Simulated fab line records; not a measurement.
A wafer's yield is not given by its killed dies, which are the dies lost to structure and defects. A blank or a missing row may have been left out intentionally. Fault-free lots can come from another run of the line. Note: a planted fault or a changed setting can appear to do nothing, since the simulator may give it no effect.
Which tool is to blame? | flow n5-finfet | 26 wafers from 9 lots sampled at 5 of the route's 1938 steps

WHAT THE GAUGES READ, wafer by wafer
N5_MOL_CONTACT_COAG_CD_MEAS_101: the cd target is 16 nm. Usual: 16.02 nm for cd-nm, sd 0.27.
lot  | measured     | on        | cd-nm (nm)        | flag
L293 | day 5 07:01  | cd-sem-01 | 16.82 16.13 16.10 |
L295 | day 5 15:12  | cd-sem-01 | 15.98 15.96 15.92 |
L297 | day 6 13:36  | cd-sem-01 | 15.74 15.49 15.89 |
L300 | day 7 03:57  | cd-sem-03 | 16.38 15.96 16.05 |
L308 | day 9 04:02  | cd-sem-01 | 15.66 16.20       |
L309 | day 9 10:31  | cd-sem-03 | 15.65 16.07 15.93 |
L310 | day 9 19:02  | cd-sem-03 | 15.93 15.73 16.34 |
L314 | day 10 15:32 | cd-sem-02 | 16.46 16.12 15.77 |
L315 | day 10 21:30 | cd-sem-03 | 15.82 15.43 15.73 |

N5_BEOL_M4_RC_MEAS_101. Usual: DIBL_N 35.9 mV/V, standard deviation 1.3; DIBL_P 36.3 mV/V, standard deviation 1.5; IOFF_N 0.153 nA/um, standard deviation 0.023; IOFF_P 0.208 nA/um, standard deviation 0.028; ION_N 672 uA/um, standard deviation 9.7; ION_P 462 uA/um, standard deviation 6.6; SS_N 71.5 mV/dec, standard deviation 0.53; SS_P 73.3 mV/dec, standard deviation 0.59; VT_N 250.4 mV, standard deviation 2.7; VT_P -250.5 mV, standard deviation 3.
lot  | measured     | on        | DIBL_N (mV/V)  | DIBL_P (mV/V)  | IOFF_N (nA/um)    | IOFF_P (nA/um)    | ION_N (uA/um) | ION_P (uA/um) | SS_N (mV/dec)  | SS_P (mV/dec)  | VT_N (mV)         | VT_P (mV)            | flag
L293 | day 8 00:50  | prober-02 | 35.3 36.9 34.4 | 35.2 37.2 33.8 | 0.137 0.162 0.120 | 0.175 0.197 0.152 | 660 679 660   | 453 461 450   | 71.3 71.8 70.7 | 73.1 73.7 72.3 | 250.9 249.6 254.1 | -254.6 -255.0 -257.9 |
L295 | day 9 02:06  | prober-02 | 34.1 33.4 34.4 | 36.7 36.1 36.6 | 0.150 0.139 0.148 | 0.207 0.206 0.195 | 674 665 664   | 467 463 455   | 71.5 71.5 71.6 | 73.5 73.4 73.8 | 247.2 248.8 246.3 | -250.3 -250.9 -252.2 |
L297 | day 9 11:50  | prober-02 | 35.4 35.8 35.4 | 35.4 35.4 35.4 | 0.143 0.147 0.144 | 0.196 0.200 0.190 | 674 677 669   | 466 456 460   | 71.4 70.9 71.3 | 72.8 72.8 72.3 | 250.7 249.8 251.7 | -251.0 -250.4 -251.9 |
L300 | day 10 09:09 | prober-01 | 37.4 37.9 38.0 | 38.0 38.7 39.7 | 0.171 0.185 0.196 | 0.221 0.240 0.259 | 674 677 682   | 466 466 477   | 72.1 70.7 72.0 | 74.5 74.4 74.4 | 248.5 249.1 246.2 | -248.4 -250.1 -249.4 |
L308 | day 12 12:44 | prober-02 | 36.5 36.9      | 36.9 37.4      | 0.169 0.172       | 0.254 0.271       | 690 675       | 474 474       | 71.4 71.3      | 73.7 73.6      | 245.1 250.5       | -247.2 -245.2        |
L309 | day 12 15:55 | prober-02 | 36.5 36.5 36.9 | 37.9 37.4 37.7 | 0.160 0.157 0.169 | 0.218 0.206 0.215 | 675 682 669   | 461 459 455   | 70.8 71.5 71.6 | 73.0 73.5 73.4 | 251.5 254.7 251.7 | -249.8 -253.8 -250.4 |
L310 | day 12 15:20 | prober-01 | 34.7 35.2 34.3 | 36.2 36.0 35.4 | 0.135 0.140 0.126 | 0.171 0.176 0.161 | 677 667 663   | 456 455 456   | 71.2 71.5 71.2 | 72.8 73.7 73.0 | 253.7 252.1 253.5 | -255.0 -255.3 -255.1 |
L314 | day 14 01:19 | prober-02 | 37.1 36.4 36.6 | 38.5 37.5 37.4 | 0.190 0.170 0.165 | 0.239 0.215 0.209 | 690 691 679   | 472 468 462   | 71.4 71.4 71.7 | 74.4 74.6 73.0 | 247.0 248.6 249.0 | -248.6 -250.0 -248.8 |
L315 | day 14 04:28 | prober-02 | 34.8 35.1 36.2 | 35.7 36.5 37.1 | 0.130 0.138 0.155 | 0.177 0.189 0.208 | 667 674 671   | 465 461 459   | 71.1 71.4 71.0 | 73.4 72.4 73.0 | 252.7 252.6 252.4 | -253.0 -253.8 -251.6 |

WHAT TOOL EACH LOT RAN ON (gives the tool, then ch and the chambers of the sampled wafers, and finally the start)
lot  | N5_MOL_CONTACT_COAG_ETCHBACK_134   | N5_MOL_CONTACT_COAG_CMP_52    | N5_BEOL_M0_SAQP_PECVD_00
L293 | rie-diel-03 ch 0,1,3, day 5 06:30  | cmp-01 ch 1,3, day 5 07:31    | pecvd-03 ch 0,2, day 5 11:10
L295 | rie-diel-03 ch 1,2, day 5 14:39    | cmp-01 ch 1,2,3, day 5 16:02  | pecvd-04 ch 0,2, day 5 22:13
L297 | rie-diel-05 ch 1,2,3, day 6 13:04  | cmp-03 ch 1,2,3, day 6 14:05  | pecvd-04 ch 1,2, day 6 18:10
L300 | rie-diel-03 ch 0,3, day 7 03:27    | cmp-02 ch 2,3, day 7 04:25    | pecvd-03 ch 0,2, day 7 08:20
L308 | rie-diel-03 ch 0,2, day 9 03:32    | cmp-01 ch 0,3, day 9 04:38    | pecvd-03 ch 1,2, day 9 08:10
L309 | rie-diel-06 ch 0,1,3, day 9 10:00  | cmp-01 ch 0,1,2, day 9 10:58  | pecvd-03 ch 0,1, day 9 14:38
L310 | rie-diel-05 ch 0,2, day 9 18:31    | cmp-03 ch 0,2, day 9 19:29    | pecvd-01 ch 0,1,2, day 9 23:10
L314 | rie-diel-03 ch 0,2,3, day 10 15:02 | cmp-02 ch 1,2,3, day 10 16:02 | pecvd-01 ch 1, day 10 19:40
L315 | rie-diel-06 ch 0,2,3, day 10 20:59 | cmp-02 ch 0,2,3, day 10 21:57 | pecvd-03 ch 1,2, day 11 01:38
- N5_MOL_CONTACT_COAG_ETCHBACK_134: etches SiO2 in CHF3, target depth 10 nm, time 6.7 s.
- N5_MOL_CONTACT_COAG_CMP_52: polishes, stops on SiO2, t overpolish 1.5 s, target thk 66.5 nm.
- N5_BEOL_M0_SAQP_PECVD_00: deposits SiCN from 3MS/NH3, target thk 8 nm, time 14 s.

AS READ BY THE TOOLS THEMSELVES (means over the sampled wafers that have a number; for cases with no such wafer, the mark the record gives instead)
N5_MOL_CONTACT_COAG_ETCHBACK_134. Usual: chamber-pressure-mTorr 30.000 mTorr, standard deviation 0.025; drypump-motor-current-A 5.8 A, standard deviation 0.35; oes_f_703_au 0.81 a.u., standard deviation 0.099; oes-product-au 0.80 a.u., standard deviation 0.1; rf-fwd-power-W 603 W, standard deviation 3; rf-vpp-V 522 V, standard deviation 5; showerhead-plenum-p-Torr 2.37 Torr, standard deviation 0.11; throttle-valve-pct 18.73 %, standard deviation 0.26.
lot  | tool        | chamber-pressure-mTorr (mTorr) | drypump-motor-current-A (A) | oes_f_703_au (a.u.) | oes-product-au (a.u.) | rf-fwd-power-W (W) | rf-vpp-V (V) | showerhead-plenum-p-Torr (Torr) | throttle-valve-pct (%) | flag
L293 | rie-diel-03 | 30.018                         | 5.9                         | 0.75                | 0.74                  | 602                | 525          | 2.44                            | 18.94                  |
L295 | rie-diel-03 | 29.956                         | 6.1                         | 0.74                | 0.74                  | 598                | 524          | 2.29                            | 19.05                  |
L297 | rie-diel-05 | 29.965                         | 5.7                         | 0.81                | 0.80                  | 602                | 523          | 2.35                            | 18.55                  |
L300 | rie-diel-03 | 29.984                         | 5.8                         | 0.75                | 0.73                  | 605                | 522          | 2.40                            | 18.74                  |
L308 | rie-diel-03 | 29.987                         | 5.8                         | 0.72                | 0.72                  | 602                | 520          | 2.27                            | 18.83                  |
L309 | rie-diel-06 | 29.993                         | 5.9                         | 0.86                | 0.86                  | 605                | 522          | 2.38                            | 18.53                  |
L310 | rie-diel-05 | 30.007                         | 5.4                         | 0.87                | 0.86                  | 600                | 522          | 2.44                            | 18.74                  |
L314 | rie-diel-03 | 29.995                         | 5.9                         | 0.73                | 0.72                  | 604                | 522          | 2.34                            | 18.93                  |
L315 | rie-diel-06 | 30.003                         | 6.2                         | 0.87                | 0.87                  | 602                | 519          | 2.32                            | 18.54                  |

N5_MOL_CONTACT_COAG_CMP_52. Usual: motor-current-A 12.3 A, standard deviation 1; overpolish-run-s 1.499 s, standard deviation 0.0091; platen-rpm 50.29 rpm, standard deviation 0.035; time-to-endpoint-s 13.3 s, standard deviation 2.
lot  | tool   | motor-current-A (A) | overpolish-run-s (s) | platen-rpm (rpm) | time-to-endpoint-s (s) | flag
L293 | cmp-01 | 12.2                | 1.502                | 50.32            | 16.9                   |
L295 | cmp-01 | 12.5                | 1.504                | 50.29            | 13.8                   |
L297 | cmp-03 | 12.3                | 1.501                | 50.34            | 14.2                   |
L300 | cmp-02 | 11.3                | 1.507                | 50.30            | 12.9                   |
L308 | cmp-01 | 13.1                | 1.505                | 49.26            | 13.6                   | OFF
L309 | cmp-01 | 12.6                | 1.503                | 49.65            | 13.1                   | OFF
L310 | cmp-03 | 11.6                | 1.497                | 50.33            | 15.0                   |
L314 | cmp-02 | 11.7                | 1.502                | 50.31            | 10.5                   |
L315 | cmp-02 | 12.1                | 1.499                | 50.26            | 10.7                   |

N5_BEOL_M0_SAQP_PECVD_00. Usual: rf-fwd-power-W 198.1 W, standard deviation 1.1; showerhead-plenum-p-Torr 3.660 Torr, standard deviation 0.018; throttle-valve-pct 8.8 %, standard deviation 0.3.
lot  | tool     | rf-fwd-power-W (W) | showerhead-plenum-p-Torr (Torr) | throttle-valve-pct (%) | flag
L293 | pecvd-03 | 198.3              | 3.651                           | 8.9                    |
L295 | pecvd-04 | 197.5              | 3.663                           | 8.5                    |
L297 | pecvd-04 | 197.1              | 3.667                           | 8.4                    |
L300 | pecvd-03 | 197.7              | 3.644                           | 8.8                    |
L308 | pecvd-03 | 197.2              | 3.665                           | 8.9                    |
L309 | pecvd-03 | 197.1              | 3.673                           | 8.7                    |
L310 | pecvd-01 | 198.8              | 3.656                           | 9.0                    |
L314 | pecvd-01 | 199.0              | 3.656                           | 9.2                    |
L315 | pecvd-03 | 197.9              | 3.661                           | 8.3                    |

THE ANSWER, worked out from the rows above alone
Rule: take the mean of a lot's wafers that have a number; if it is more than 3 standard deviations from the usual mean, the lot is off. Also off: a lot with no number at a reading for which 4 or more lots have one. Any other lot the step has rows for is counted as sound. Order of review: gauges by route order, followed by the tools' own readings, for which a lot's mean as printed above is used. At the first step where some lot is off, the reading lying furthest off is the one used; lots without a number count as furthest.
Off: L308, L309 (N5_MOL_CONTACT_COAG_CMP_52, platen-rpm).
A tool fits if, at that step or a process step before it, it ran every lot that is off, and no sound lot after the first of them. One candidate fits, namely cmp-01 at N5_MOL_CONTACT_COAG_CMP_52. A fault onset in the window from L295 (day 5 16:02, its last sound lot) to L308 (day 9 04:38, its first lot off) fits.
The tool's own readings at N5_MOL_CONTACT_COAG_CMP_52 bear it out: on the lots that are off they differ by more than 5 times the standard deviation of the sound lots' means. platen-rpm reads 49.45 rpm there against 50.31 rpm on the sound lots.

WHAT HAD BEEN PUT IN BY THE SIMULATOR
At N5_MOL_CONTACT_COAG_CMP_52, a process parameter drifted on cmp-01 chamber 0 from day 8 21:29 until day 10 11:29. Setting platen-rpm shifted by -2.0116 from 50.289. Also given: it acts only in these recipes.
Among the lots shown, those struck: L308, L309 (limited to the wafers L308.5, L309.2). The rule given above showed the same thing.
